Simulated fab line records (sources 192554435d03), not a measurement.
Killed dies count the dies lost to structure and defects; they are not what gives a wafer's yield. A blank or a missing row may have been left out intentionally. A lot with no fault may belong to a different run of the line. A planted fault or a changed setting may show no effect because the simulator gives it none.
The tool behind it: which one? || flow n5Finfet || 37 wafers sampled from 14 lots at 1 step of a route of 1938

## WHAT EACH GAUGE READ, for each wafer
N5_HKMG_FIN_OVL_MEAS_13. Usual: NWFM_OVL 0.4 nm, standard deviation 0.77.
{"lot": "L135", "measured": "day 4 08:46", "on": "overlay-02", "NWFM_OVL (nm)": "-1.2 0.2 0.4", "flag": ""}
{"lot": "L136", "measured": "day 4 16:26", "on": "overlay-02", "NWFM_OVL (nm)": "0.3 1.4 1.3", "flag": ""}
{"lot": "L137", "measured": "day 4 21:10", "on": "overlay-02", "NWFM_OVL (nm)": "0.0 0.1 0.4", "flag": ""}
{"lot": "L138", "measured": "day 5 03:05", "on": "overlay-01", "NWFM_OVL (nm)": "0.7 0.8", "flag": ""}
{"lot": "L139", "measured": "day 5 09:01", "on": "overlay-01", "NWFM_OVL (nm)": "0.1 0.6", "flag": ""}
{"lot": "L140", "measured": "day 5 14:15", "on": "overlay-01", "NWFM_OVL (nm)": "0.7 -0.4", "flag": ""}
{"lot": "L141", "measured": "day 6 01:03", "on": "overlay-02", "NWFM_OVL (nm)": "1.3 1.3", "flag": ""}
{"lot": "L142", "measured": "day 6 07:02", "on": "overlay-02", "NWFM_OVL (nm)": "1.5 1.0 0.8", "flag": ""}
{"lot": "L143", "measured": "day 6 10:14", "on": "overlay-02", "NWFM_OVL (nm)": "-0.7 0.4 -0.1", "flag": ""}
{"lot": "L149", "measured": "day 7 20:36", "on": "overlay-02", "NWFM_OVL (nm)": "1.1 1.4", "flag": ""}
{"lot": "L150", "measured": "day 8 03:17", "on": "overlay-02", "NWFM_OVL (nm)": "0.8 0.0 -0.5", "flag": ""}
{"lot": "L151", "measured": "day 8 08:10", "on": "overlay-02", "NWFM_OVL (nm)": "0.9 1.3 0.8", "flag": ""}
{"lot": "L155", "measured": "day 9 13:57", "on": "overlay-01", "NWFM_OVL (nm)": "1.5 0.4 1.4", "flag": ""}
{"lot": "L156", "measured": "day 9 14:38", "on": "overlay-02", "NWFM_OVL (nm)": "-0.2 0.1 -0.1", "flag": ""}

## TOOL THAT RAN EACH LOT (tool first, then ch and the chambers of the sampled wafers, then the start)
Before these readings, the record contains no process step.

## AS READ BY THE TOOLS THEMSELVES (means over the sampled wafers that have a number; for cases with no such wafer, the mark the record gives instead)
The record holds no such reading with a usual standard deviation.

## THE ANSWER, worked out from the rows above alone
Rule: a lot is off if the mean of its wafers that have a number lies more than 3 standard deviations from the usual mean. Also off: a lot with no number at a reading for which 4 or more lots have one. The other lots that the step has rows for count as sound. After the gauges, taken in route order, come the tools' own readings; for these a lot's mean is taken, as printed above. The first step at which some lot is off is used, and at that step the reading that is off furthest; a lot without a number counts as furthest.
No lot is off at any reading shown: from this, nothing can be told.

## WHAT THE SIMULATOR HAD INSERTED
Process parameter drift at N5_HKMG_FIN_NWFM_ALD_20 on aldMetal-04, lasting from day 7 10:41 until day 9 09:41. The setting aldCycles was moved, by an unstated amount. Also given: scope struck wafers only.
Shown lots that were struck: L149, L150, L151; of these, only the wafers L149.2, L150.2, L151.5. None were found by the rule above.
